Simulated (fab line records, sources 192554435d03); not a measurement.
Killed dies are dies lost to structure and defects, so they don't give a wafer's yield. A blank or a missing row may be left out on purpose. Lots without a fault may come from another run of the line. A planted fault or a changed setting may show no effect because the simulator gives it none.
Chamber matching | flow n5_finfet | N5_DUMMY_REMOVAL_HM_STRIP_01 on rie_diel-02: 4 sister chambers
The step strips SiNx in CH3F/O2, stops on poly-Si, target depth 4 nm, time 6.8 s. 14 wafers are shown with their chamber, then 7 later ones without.

WAFERS WITH THEIR CHAMBER
wafer  | chamber | drypump_motor_current_A (A) | showerhead_plenum_p_Torr (Torr) | oes_product_au (a.u.)
L077.1 | 1       | 5.6                         | 1.92                            | 0.63
L077.2 | 0       | 4.8                         | 2.05                            | 0.57
L077.5 | 0       | 4.8                         | 2.05                            | 0.57
L078.1 | 1       | 5.6                         | 1.92                            | 0.63
L078.3 | 2       | 6.0                         | 1.96                            | 0.72
L078.5 | 3       | 5.9                         | 1.92                            | 0.61
L079.3 | 0       | 4.8                         | 2.05                            | 0.57
L079.5 | 3       | 5.9                         | 1.92                            | 0.60
L079.6 | 2       | 6.1                         | 1.96                            | 0.72
L086.1 | 1       | 5.6                         | 1.92                            | 0.62
L086.4 | 0       | 4.8                         | 2.05                            | 0.56
L086.6 | 3       | 5.9                         | 1.91                            | 0.59
L091.1 | 1       | 5.6                         | 1.91                            | 0.62
L091.4 | 1       | 5.6                         | 1.91                            | 0.61

SIGNATURES (means of the wafers above)
reading                  | chamber 0 | chamber 1 | chamber 2 | chamber 3 | scatter within a chamber
drypump_motor_current_A  | 4.800     | 5.600     | 6.050     | 5.900     | 0.0224
showerhead_plenum_p_Torr | 2.0500    | 1.9160    | 1.9600    | 1.9167    | 0.00432
oes_product_au           | 0.5675    | 0.6220    | 0.7200    | 0.6000    | 0.00745
Rule: a wafer's distance from a chamber is the root of the sum, over the readings, of the square of ((its reading less the chamber's mean) divided by the reading's scatter). The wafer belongs to the nearest chamber; if the next one is less than 2 further off, it can't be placed. The scatter: the root of (the sum of the squares of (reading less its chamber's mean) over the shown wafers, divided by (wafers less chambers)).

WAFERS WITHOUT THEIR CHAMBER
wafer  | drypump_motor_current_A (A) | showerhead_plenum_p_Torr (Torr) | oes_product_au (a.u.)
L091.6 | 5.9                         | 1.91                            | 0.60
L092.1 | 5.6                         | 1.91                            | 0.61
L092.2 | 5.9                         | 1.91                            | 0.59
L092.5 | 5.9                         | 1.91                            | 0.59
L094.1 | 6.1                         | 1.95                            | 0.69
L094.4 | 5.9                         | 1.91                            | 0.59
L094.5 | 6.0                         | 1.95                            | 0.68

WHICH CHAMBER EACH WENT THROUGH
wafer  | from the rows above | in truth
L091.6 | 3                   | 3
L092.1 | 1                   | 1
L092.2 | 3                   | 3
L092.5 | 3                   | 3
L094.1 | 2                   | 2
L094.4 | 3                   | 3
L094.5 | 2                   | 2
Placed correctly: 7 of 7. Can't be placed from these rows: 0. Placed wrongly: 0.
